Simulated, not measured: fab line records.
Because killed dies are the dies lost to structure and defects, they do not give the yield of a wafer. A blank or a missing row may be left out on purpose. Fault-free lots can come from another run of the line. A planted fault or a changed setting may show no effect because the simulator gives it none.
Split-lot experiment :: flow n5 finfet :: route with 1938 steps; 7 lots, 21 wafers read

THE SPLIT ITSELF
At N5_BEOL_M13_CMP_49 (polishes, stops on SiOC, t overpolish 17.1 s, target thk 420 nm), the setting down force psi was moved away from the recipe's 1 psi on 7 of the 21 wafers read, by -16.2% to +9.9%. All remaining wafers had this setting at the recipe value.

Reading taken at the split's own step.

THE READING
barrier field endpoint s, in s, at N5_BEOL_M13_CMP_49 (polishes, stops on SiOC, t overpolish 17.1 s, target thk 420 nm). On this fab line, fault-free wafers typically give 30.5 s with a standard deviation of 0.69 s.

wafer: L083.1
tool, chamber at the split: cmp-04, 2
down force psi as run, psi: 1
against the recipe: recipe
barrier field endpoint s, s: 30.1
against lot-mates on the recipe: -

wafer: L083.2
tool, chamber at the split: cmp-04, 0
down force psi as run, psi: 1
against the recipe: recipe
barrier field endpoint s, s: 29.8
against lot-mates on the recipe: -

wafer: L083.6
tool, chamber at the split: cmp-04, 1
down force psi as run, psi: 1
against the recipe: recipe
barrier field endpoint s, s: 30.0
against lot-mates on the recipe: -

wafer: L084.1
tool, chamber at the split: cmp-01, 0
down force psi as run, psi: 0.9116
against the recipe: -8.8%
barrier field endpoint s, s: 32.6
against lot-mates on the recipe: +3.0

wafer: L084.6
tool, chamber at the split: cmp-01, 0
down force psi as run, psi: 1
against the recipe: recipe
barrier field endpoint s, s: 29.6
against lot-mates on the recipe: -

wafer: L084.5
tool, chamber at the split: cmp-01, 1
down force psi as run, psi: 0.9116
against the recipe: -8.8%
barrier field endpoint s, s: 32.0
against lot-mates on the recipe: +2.4

wafer: L085.1
tool, chamber at the split: cmp-01, 2
down force psi as run, psi: 1
against the recipe: recipe
barrier field endpoint s, s: 30.8
against lot-mates on the recipe: -

wafer: L085.4
tool, chamber at the split: cmp-01, 3
down force psi as run, psi: 1
against the recipe: recipe
barrier field endpoint s, s: 30.5
against lot-mates on the recipe: -

wafer: L085.2
tool, chamber at the split: cmp-01, 0
down force psi as run, psi: 0.8479
against the recipe: -15.2%
barrier field endpoint s, s: 35.9
against lot-mates on the recipe: +5.2

wafer: L089.3
tool, chamber at the split: cmp-02, 0
down force psi as run, psi: 1
against the recipe: recipe
barrier field endpoint s, s: 31.0
against lot-mates on the recipe: -

wafer: L089.4
tool, chamber at the split: cmp-02, 1
down force psi as run, psi: 1
against the recipe: recipe
barrier field endpoint s, s: 30.5
against lot-mates on the recipe: -

wafer: L089.6
tool, chamber at the split: cmp-02, 0
down force psi as run, psi: 1
against the recipe: recipe
barrier field endpoint s, s: 30.1
against lot-mates on the recipe: -

wafer: L090.2
tool, chamber at the split: cmp-02, 3
down force psi as run, psi: 1
against the recipe: recipe
barrier field endpoint s, s: 30.6
against lot-mates on the recipe: -

wafer: L090.4
tool, chamber at the split: cmp-02, 1
down force psi as run, psi: 0.9179
against the recipe: -8.2%
barrier field endpoint s, s: 33.9
against lot-mates on the recipe: +3.3

wafer: L090.5
tool, chamber at the split: cmp-02, 3
down force psi as run, psi: 0.9179
against the recipe: -8.2%
barrier field endpoint s, s: 33.6
against lot-mates on the recipe: +3.0

wafer: L092.3
tool, chamber at the split: cmp-04, 1
down force psi as run, psi: 1
against the recipe: recipe
barrier field endpoint s, s: 30.2
against lot-mates on the recipe: -

wafer: L092.1
tool, chamber at the split: cmp-04, 2
down force psi as run, psi: 1
against the recipe: recipe
barrier field endpoint s, s: 30.2
against lot-mates on the recipe: -

wafer: L092.5
tool, chamber at the split: cmp-04, 1
down force psi as run, psi: 1.099
against the recipe: +9.9%
barrier field endpoint s, s: 26.7
against lot-mates on the recipe: -3.5

wafer: L095.2
tool, chamber at the split: cmp-02, 3
down force psi as run, psi: 1
against the recipe: recipe
barrier field endpoint s, s: 30.7
against lot-mates on the recipe: -

wafer: L095.5
tool, chamber at the split: cmp-02, 0
down force psi as run, psi: 1
against the recipe: recipe
barrier field endpoint s, s: 30.7
against lot-mates on the recipe: -

wafer: L095.6
tool, chamber at the split: cmp-02, 1
down force psi as run, psi: 0.8379
against the recipe: -16.2%
barrier field endpoint s, s: 38.0
against lot-mates on the recipe: +7.3

FIT RESULTS
A straight line over all 21 wafers: barrier field endpoint s changes by -0.383 s for each +1% of down force psi; r = -0.96; the points scatter about the line by 0.68 s.
The same after taking each lot's own level away (the mean of its wafers on the recipe; 21 wafers): -0.377 s for each +1%; r = -0.98; scatter 0.41 s.
On that fit, the largest move of down force psi shifts the reading by 6.1 s.
Measured against the standard deviation above, the lots' own levels, which go from 29.60 to 30.70 s, span 1.6 times it.
So the lot-to-lot level changes the slope little: the two slopes agree.
Check: for one of the wafers moved furthest among these (-16.2%), held out of the fit, the line's prediction against its lot-mates is +5.59 s. Against them it came out at +7.3 s.
Tool readings at the split's step, against how far the setting was moved: barrier field endpoint s r = -0.96.

THE FILE'S OWN FIT
barrier field endpoint s changes by -0.383 s for each +1% of down force psi, r = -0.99.
